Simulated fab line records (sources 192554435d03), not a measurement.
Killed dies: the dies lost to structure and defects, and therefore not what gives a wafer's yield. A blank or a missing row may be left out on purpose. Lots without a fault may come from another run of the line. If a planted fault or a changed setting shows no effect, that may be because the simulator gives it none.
Code-filled problem report in 8D (eight disciplines) form	flow n5_finfet	the parts of the form that need people (team, actions taken, sign-off) are left out

== 1. WHAT WENT WRONG ==
Mean of spin_speed_rpm at N5_BEOL_M0_SAQP_COAT_08: 1617.0 rpm across 6 wafers in 2 lots; on wafers with no fault it is 1499.7 rpm (standard deviation 0.8). So: +99 or more standard deviations from the usual mean.
The step: resist thk 90 nm.
Seen first at day 10 11:58 on litho_track-05, wafer L641.1. The record holds 17 wafers of 6 lots with a number at this step. The rule behind "out" and "out of limits": a value lying over 4 standard deviations away from the usual mean. The rest of the wafers with a number are treated as sound.

== 2. WHAT IT IS; WHAT IT IS NOT ==
question	is	is not
which readings at this step	spin_speed_rpm	-
which lots	L641, L644	L621, L624, L629, L639
which wafers of those lots	all that have a number	-
read on which tools	litho_track-05	litho_track-03, litho_track-04
when	from day 10 11:58	up to then (11 sound wafers)

== 3. WHAT RULES OUT EACH SUSPECT ==
Counting: a tool at any process step up to the reading remains a suspect when it ran all the lots that are out and ran no sound lot after the first of those.
- pecvd-04 at N5_BEOL_M0_SAQP_PECVD_03 (deposits SiCN from 3MS/NH3, target thk 12 nm, time 21.1 s): kept. Every lot that is out went through it, starting with L641 (day 10 11:38), and after that it ran no sound lot; the last sound lot it ran before then is L639 (day 9 23:00).
- pecvd-04 at N5_BEOL_M0_SAQP_PECVD_04 (deposits a-Si from SiH4/He, target thk 60 nm, time 60.2 s): kept. Every lot that is out went through it, starting with L641 (day 10 11:44), and after that it ran no sound lot; the last sound lot it ran before then is L639 (day 9 23:11).
- pecvd-03 at N5_BEOL_M0_SAQP_HM_DEP_111 (deposits SiO2 from SiH4/N2O, target thk 12 nm, time 7.2 s): kept. Every lot that is out went through it, starting with L641 (day 10 11:53), and after that it ran no sound lot; the last sound lot it ran before then is L639 (day 9 23:20).
- litho_track-05 at N5_BEOL_M0_SAQP_COAT_08 (resist thk 90 nm): kept. Every lot that is out went through it, starting with L641 (day 10 11:58), and after that it ran no sound lot; the last sound lot it ran before then is L629 (day 7 12:16). Its own spin_speed_rpm readings are out on those wafers.
Left after counting: pecvd-04 at N5_BEOL_M0_SAQP_PECVD_03, pecvd-04 at N5_BEOL_M0_SAQP_PECVD_04, pecvd-03 at N5_BEOL_M0_SAQP_HM_DEP_111, litho_track-05 at N5_BEOL_M0_SAQP_COAT_08.

== 4. THE CAUSE (what the simulator had put in) ==
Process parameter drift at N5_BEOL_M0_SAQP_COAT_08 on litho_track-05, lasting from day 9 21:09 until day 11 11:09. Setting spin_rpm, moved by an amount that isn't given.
Counting left 4 suspects, and this tool is among them.

== 5. THE EFFECT CHAIN, in route order ==
Each row: a reading where the mean over the struck wafers with a number is more than 3 standard deviations away from the usual. Only readings whose record carries a usual standard deviation are examined. hours: median over the lots of the time between each lot's start at the first step of this table that gives one and its start at this step. sigmas: the change, counted in usual standard deviations.
hours	step	reading	usual	on struck wafers	change	sigmas
0	N5_BEOL_M0_SAQP_COAT_08	spin_speed_rpm	1499.7 rpm	1617.0	+117.3	+99 or more
Its process steps:
- N5_BEOL_M0_SAQP_COAT_08: resist thk 90 nm.
Later steps that measure or inspect, where all struck wafers having a row at the step show a number for every such reading and not one has moved that far: N5_BEOL_M0_SAQP_CD_MEAS_14, N5_BEOL_M0_SAQP_OVL_MEAS_15, N5_BEOL_M0_SAQP_INSPECT_16, N5_BEOL_M4_RC_MEAS_101.

== 6. HOW IT WOULD HAVE BEEN CAUGHT EARLIER ==
The fault began at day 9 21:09; the first out-of-limits reading in this record came at day 10 11:58, 15 hours later.
